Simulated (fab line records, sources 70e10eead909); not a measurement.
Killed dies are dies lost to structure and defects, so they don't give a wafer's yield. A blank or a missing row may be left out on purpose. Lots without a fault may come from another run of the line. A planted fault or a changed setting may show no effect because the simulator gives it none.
fab line records | flow nand_harc | part 2 of 2: steps 25 to 34 of 34
record lots=5 wafers=15 last_day=24
route steps=1159 shown A_BLC@974 A_M0@994
lots that met no fault: from a run of the same line without faults
start_h: hours from the record's first day to the start of the lot's first wafer shown | wait_h: hours since the lot's step before | " the same as in the row above | L1.1+2: a row that stands for several wafers | - no value, or no start given | * or withheld: withheld | < > ~ a bound
route shown NAME@n: a module of which the file shows steps, and the number in the route of the first | usual: mean/standard deviation of fault-free wafers | same: alike in all rows | chamber/n: place in a boat | sites: the reading at each site | _std_site: their standard deviation | _edge_site: outer sites' mean less inner sites' | radius_mm: how far each site lies from the wafer's centre | mask NAME#n: copy n | behind: the tool/chamber that last shaped the wafer | hold: why the lot was held/for how many hours/how that ended | device: the transistor (n, p or np) that didn't switch | end of line: the same wafers' tests at the end of the route | a step without rows: its recipe alone | killed: dies lost to structure and defects at the first sort, not the wafer's yield | map: a wafer's dies, x killed, . not, _ none there
set.NAME: the setting as run; set.NAME@STEP: as run at that earlier step | model.NAME: the simulator's own value behind a step, which no gauge read
lots at some steps of the route; a table a step, a row a wafer
services: from which hour (start_h, from the record's first day; less than 0 if before it) a tool's chamber was out of use, for how many hours, and why
## steps
# step NHARC_A_M0_SOFTBAKE_04
# recipe temp_c=105 time_s=55
# columns lot.wafer tool chamber start_h wait_h
L075.1+2+6 litho_track-06 0 - -
L077.3+5+6 litho_track-01 0 - -
L081.1+5+6 litho_track-01 0 - -
L092.1+4+5 litho_track-06 0 - -
L096.1+2+6 litho_track-01 0 - -
# step NHARC_A_M0_EBR_05
# columns lot.wafer tool chamber start_h wait_h
L075.1+2+6 litho_track-06 0 - -
L077.3+5+6 litho_track-01 0 - -
L081.1+5+6 litho_track-01 0 - -
L092.1+4+5 litho_track-06 0 - -
L096.1+2+6 litho_track-01 0 - -
# step NHARC_A_M0_EXPOSE_06
# recipe na=1.35 target_cd_nm=80 dose_mj=83.25 mask_id=A_M0
# usual reticle_temp_C=23.01/0.099
# columns lot.wafer tool chamber start_h wait_h mask reticle_temp_C
L075.1 arfi_scanner-03 0 408.78 - A_M0#0 23.15
L075.2 " 0 " " A_M0#0 23.10
L075.6 " 0 " " A_M0#0 23.01
L077.3 arfi_scanner-02 0 412.69 - A_M0#0 22.95
L077.5 " 0 " " A_M0#0 23.15
L077.6 " 0 " " A_M0#0 23.07
L081.1 arfi_scanner-01 0 430.31 - A_M0#0 23.00
L081.5 " 0 " " A_M0#0 22.84
L081.6 " 0 " " A_M0#0 23.17
L092.1 arfi_scanner-02 0 494.76 - A_M0#0 23.00
L092.4 " 0 " " A_M0#0 23.11
L092.5 " 0 " " A_M0#0 22.84
L096.1 arfi_scanner-02 0 536.54 - A_M0#0 23.11
L096.2 " 0 " " A_M0#0 23.04
L096.6 " 0 " " A_M0#0 22.89
# step NHARC_A_M0_PEB_07
# recipe peb_temp_c=100 peb_time_s=65
# columns lot.wafer tool chamber start_h wait_h
L075.1+2+6 litho_track-01 0 408.84 0.1
L077.3+5+6 litho_track-06 0 412.74 0.0
L081.1+5+6 litho_track-04 0 430.37 0.1
L092.1+4+5 litho_track-06 0 494.82 0.1
L096.1+2+6 litho_track-04 0 536.60 0.1
# step NHARC_A_M0_DEVELOP_08
# recipe develop_time_s=35 dev_temp_c=23
# columns lot.wafer tool chamber start_h wait_h
L075.1+2+6 litho_track-01 0 - -
L077.3+5+6 litho_track-06 0 - -
L081.1+5+6 litho_track-04 0 - -
L092.1+4+5 litho_track-06 0 - -
L096.1+2+6 litho_track-04 0 - -
# step NHARC_A_M0_CD_MEAS_09
# recipe target_cd_nm=80 landing_energy_ev=500
# usual cd_nm=79.8/0.61
# columns lot.wafer tool chamber start_h wait_h cd_nm
L075.1 cd_sem-03 0 408.92 - 80.2
L075.2 " 0 " " 80.6
L075.6 " 0 " " 79.6
L077.3 cd_sem-03 0 412.82 - 79.3
L077.5 " 0 " " 79.1
L077.6 " 0 " " 79.0
L081.1 cd_sem-03 0 430.45 - 78.7
L081.5 " 0 " " 79.2
L081.6 " 0 " " 79.4
L092.1 cd_sem-03 0 494.90 - 79.0
L092.4 " 0 " " 79.2
L092.5 " 0 " " 79.2
L096.1 cd_sem-01 0 536.68 - 80.8
L096.2 " 0 " " 80.4
L096.6 " 0 " " 79.7
# step NHARC_A_M0_OVL_MEAS_10
# recipe pitch_nm=160
# usual overlay_x_nm=-0.4/0.85 overlay_y_nm=0.3/1.1
# columns lot.wafer tool chamber start_h wait_h overlay_x_nm overlay_y_nm
L075.1 overlay-02 - 409.02 - -0.6 0.2
L075.2 " - " " -0.9 0.7
L075.6 " - " " -0.9 1.1
L077.3 overlay-02 - 412.91 - 0.3 0.9
L077.5 " - " " 0.6 0.9
L077.6 " - " " 0.5 0.8
L081.1 overlay-02 - 430.54 - 0.4 -0.9
L081.5 " - " " 0.4 -0.7
L081.6 " - " " 0.4 -1.2
L092.1 overlay-02 - 494.98 - 0.6 1.1
L092.4 " - " " 1.1 1.1
L092.5 " - " " 0.9 1.8
L096.1 overlay-01 - 536.77 - -0.2 -1.3
L096.2 " - " " -0.3 -1.0
L096.6 " - " " -0.3 -1.3
# step NHARC_A_M0_INSPECT_11
# usual raw_defect_count=32/15
# columns lot.wafer tool chamber start_h wait_h raw_defect_count
L075.1 defect_inspect-01 - 409.06 0.0 21
L075.2 " - " " 31
L075.6 " - " " 24
L077.3 defect_inspect-02 - 412.94 0.0 10
L077.5 " - " " 13
L077.6 " - " " 9
L081.1 defect_inspect-01 - 430.57 0.0 47
L081.5 " - " " 50
L081.6 " - " " 40
L092.1 defect_inspect-02 - 495.02 0.0 34
L092.4 " - " " 35
L092.5 " - " " 45
L096.1 defect_inspect-01 - 536.81 0.0 19
L096.2 " - " " 19
L096.6 " - " " 20
# step NHARC_A_M0_DESCUM_14
# recipe time_s=3 o2_flow_sccm=200 ar_flow_sccm=0 bias_power_w=0 chemistry=O2
# usual drypump_motor_current_A=5.67/0.3 oes_product_au=1.001/0.0089 rf_vpp_V=57.8/0.99 showerhead_plenum_p_Torr=1.90/0.082 throttle_valve_pct=11.313/0.0097
# columns lot.wafer tool chamber start_h wait_h drypump_motor_current_A oes_product_au rf_hours_counter_h rf_vpp_V showerhead_plenum_p_Torr throttle_valve_pct
L075.2 rie_diel-04 3 409.12 0.1 5.36 0.986 7.6 57.1 1.81 11.312
L075.1 " 0 " " 5.72 1.008 5.2 57.2 1.87 11.315
L075.6 " 3 " " 5.35 0.996 - 56.1 1.81 11.301
L077.3 rie_diel-09 0 413.00 0.1 5.59 0.997 9.2 58.9 1.96 11.315
L077.5 " 0 " " 5.59 0.999 - 58.0 1.96 11.314
L077.6 " 2 " " 6.22 1.007 - 56.1 1.84 11.309
L081.1 rie_diel-10 3 430.66 0.1 5.54 1.008 6.0 57.7 1.84 11.314
L081.6 " 0 " " 5.24 1.002 - 58.4 2.04 11.330
L081.5 " 1 " " 5.34 1.000 - 58.3 2.05 11.322
L092.4 rie_diel-09 3 495.08 0.1 5.91 0.995 5.1 58.6 2.00 11.300
L092.1 " 2 " " 6.15 1.010 4.9 57.9 1.83 11.320
L092.5 " 0 " " 5.57 1.006 - 56.8 1.96 11.313
L096.2 rie_diel-09 2 536.88 0.1 6.18 1.008 9.1 57.7 1.83 11.326
L096.1 " 1 " " 5.73 1.007 8.8 57.5 1.86 11.318
L096.6 " 3 " " 5.89 0.996 - 58.4 2.00 11.312
# step NHARC_A_M0_ETCH_34
# recipe target_depth_a=400 overetch_a=120 time_s=43.94 ion_energy_ev=200 n2_flow_sccm=150 h2_flow_sccm=150 ar_flow_sccm=0 rf_w=400 bias_w=150 chemistry=N2/H2
# usual drypump_motor_current_A=5.7/0.3 oes_product_au=1.002/0.0093 rf_vpp_V=430.1/2.5 showerhead_plenum_p_Torr=2.02/0.085 throttle_valve_pct=14.171/0.0096
# columns lot.wafer tool chamber start_h wait_h drypump_motor_current_A oes_product_au rf_hours_counter_h rf_vpp_V showerhead_plenum_p_Torr throttle_valve_pct
L075.2 rie_diel-04 0 409.20 0.1 5.7 1.004 5.2 429.9 1.99 14.164
L075.1 " 3 " " 5.4 0.986 7.6 427.4 1.92 14.159
L075.6 " 1 " " 6.1 1.000 - 430.6 2.05 14.164
L077.3 rie_diel-09 2 413.11 0.1 6.2 1.005 10.7 427.8 1.95 14.179
L077.6 " 0 " " 5.5 0.999 - 431.6 2.09 14.180
L077.5 " 3 " " 5.9 0.989 - 432.3 2.14 14.183
L081.1 rie_diel-10 2 430.73 0.1 5.4 1.000 4.9 428.7 1.95 14.174
L081.5 " 1 " " 5.4 0.997 - 432.9 2.19 14.183
L081.6 " 2 " " 5.4 0.989 - 428.2 1.95 14.169
L092.4 rie_diel-09 0 495.17 0.1 5.5 0.992 5.6 430.5 2.09 14.171
L092.1 " 1 " " 5.7 1.005 5.4 429.5 1.99 14.181
L092.5 " 0 " " 5.5 0.996 - 432.1 2.09 14.186
L096.2 rie_diel-09 0 536.97 0.1 5.6 1.010 9.3 432.5 2.09 14.175
L096.1 " 2 " " 6.2 1.006 9.1 428.7 1.95 14.162
L096.6 " 3 " " 5.9 0.977 - 433.2 2.14 14.181
## services
# columns tool chamber start_h hours kind
cvd_w-02 - 380.09 13.0 pm
pecvd-04 - 380.99 1.1 repair
cmp-02 - 382.56 0.5 repair
rie_diel-11 1 388.87 23.6 repair
cmp-02 - 390.83 4.8 repair
rie_diel-07 3 393.45 2.6 repair
rie_diel-11 2 396.24 2.6 repair
rie_diel-09 1 404.20 12.5 repair
rie_diel-07 - 405.20 9.0 pm
rie_diel-09 3 405.88 1.5 repair
rie_diel-09 3 421.85 13.1 repair
cmp-02 - 422.52 4.0 pm
rie_diel-09 - 431.28 9.0 pm
rie_diel-11 - 439.17 1.7 repair
litho_track-01 - 443.00 7.0 pm
pvd_sputter-03 - 458.07 10.0 pm
litho_track-06 - 467.00 7.0 pm
wet_bench-06 - 481.60 8.0 pm
cmp-02 - 490.33 0.6 repair
litho_track-04 - 491.00 7.0 pm
rie_diel-11 - 510.97 0.4 repair
rie_diel-11 3 514.06 3.8 repair
cmp-02 - 520.64 4.0 pm
rie_diel-09 - 522.82 0.3 repair
